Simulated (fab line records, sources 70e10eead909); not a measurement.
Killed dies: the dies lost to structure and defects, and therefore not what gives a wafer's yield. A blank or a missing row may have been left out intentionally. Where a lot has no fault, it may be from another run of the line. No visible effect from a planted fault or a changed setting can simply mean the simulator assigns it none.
The tool behind it: which one?	flow nand_harc	Sampling: 6 lots, 18 wafers, 6 of 1302 route steps

== WHAT THE GAUGES READ, wafer by wafer ==
NHARC_END_SORT_01.
lot	measured	on	defect_limited_yield (%)
L927	day 30 13:58	prober-02	87.3 88.0 88.3

== WHICH TOOL RAN EACH LOT (tool, then ch and the chambers of the sampled wafers, then the start) ==
lot	NHARC_P_M0_ETCH_15	NHARC_P_M0_PVD_21	NHARC_P_M0_ECD_22	NHARC_P_M0_CMP_23	NHARC_P_M0_PRE_CLEAN_31
L913	rie_diel-12 ch 1,2, day 7 09:02 or earlier	pvd_sputter-03, day 7 09:02 or earlier	ecd_cu-02 ch 0,1, day 7 09:02	cmp-04 ch 1,2,3, day 7 09:49	pecvd-02 ch 0,2, day 7 10:18
L915	rie_diel-12 ch 0,1,3, day 7 17:55 or earlier	pvd_sputter-01, day 7 17:55 or earlier	ecd_cu-02 ch 0,1, day 7 17:55	cmp-04 ch 1,2,3, day 7 18:37	pecvd-01 ch 1,2, day 7 19:10
L918	rie_diel-12 ch 0,1,2, day 8 22:22 or earlier	pvd_sputter-03, day 8 22:22 or earlier	ecd_cu-02 ch 0,1, day 8 22:22	cmp-04 ch 0,2,3, day 8 23:05	pecvd-01 ch 0,1,2, day 8 23:35
L927	rie_diel-12 ch 2,3, day 12 19:13 or earlier	pvd_sputter-03, day 12 19:13 or earlier	ecd_cu-02 ch 0,1, day 12 19:13	cmp-02 ch 1,2,3, day 12 19:56	pecvd-02 ch 0,1,2, day 12 20:25
L930	rie_diel-08 ch 0,3, day 14 06:52 or earlier	pvd_sputter-02, day 14 06:52 or earlier	ecd_cu-01 ch 0,1, day 14 06:52	cmp-02 ch 2,3, day 14 07:29	pecvd-04 ch 0,1,2, day 14 08:04
L932	rie_diel-09 ch 1,3, day 15 04:22 or earlier	pvd_sputter-01, day 15 04:22 or earlier	ecd_cu-02 ch 0,1, day 15 04:22	cmp-01 ch 0,2,3, day 15 05:07	pecvd-04 ch 0,2, day 15 05:38
- NHARC_P_M0_ETCH_15: etches the open film in C4F8/Ar, target depth 150 nm, overetch 15 nm, time 82.5 s.
- NHARC_P_M0_PVD_21: deposits Cu, target thk 30 nm, time 20.49 s.
- NHARC_P_M0_ECD_22: material Cu, target thk 400 nm.
- NHARC_P_M0_CMP_23: polishes, t overpolish 20 s, target thk 117.54 nm.
- NHARC_P_M0_PRE_CLEAN_31: time 12 s.

== THE ANSWER, worked out from the rows above alone ==
Rule: usual is defined by the lots themselves. The widest of any qualifying gaps counts: lots, ordered by their means at a reading, are off when they make up no more than a third of the lots, leave a main group of 4 or more, and stand apart from it by 3 or more times the standard deviation of that group's means. A main group whose means are all the same, to the digits that the tables above print for the reading, isn't used. A lot without any number at a reading at which 4 lots or more have one is off too. Any other lot the step has rows for is counted as sound.
No lot is off on any of the readings shown, so nothing can be concluded from this.

== WHAT HAD BEEN PUT IN BY THE SIMULATOR ==
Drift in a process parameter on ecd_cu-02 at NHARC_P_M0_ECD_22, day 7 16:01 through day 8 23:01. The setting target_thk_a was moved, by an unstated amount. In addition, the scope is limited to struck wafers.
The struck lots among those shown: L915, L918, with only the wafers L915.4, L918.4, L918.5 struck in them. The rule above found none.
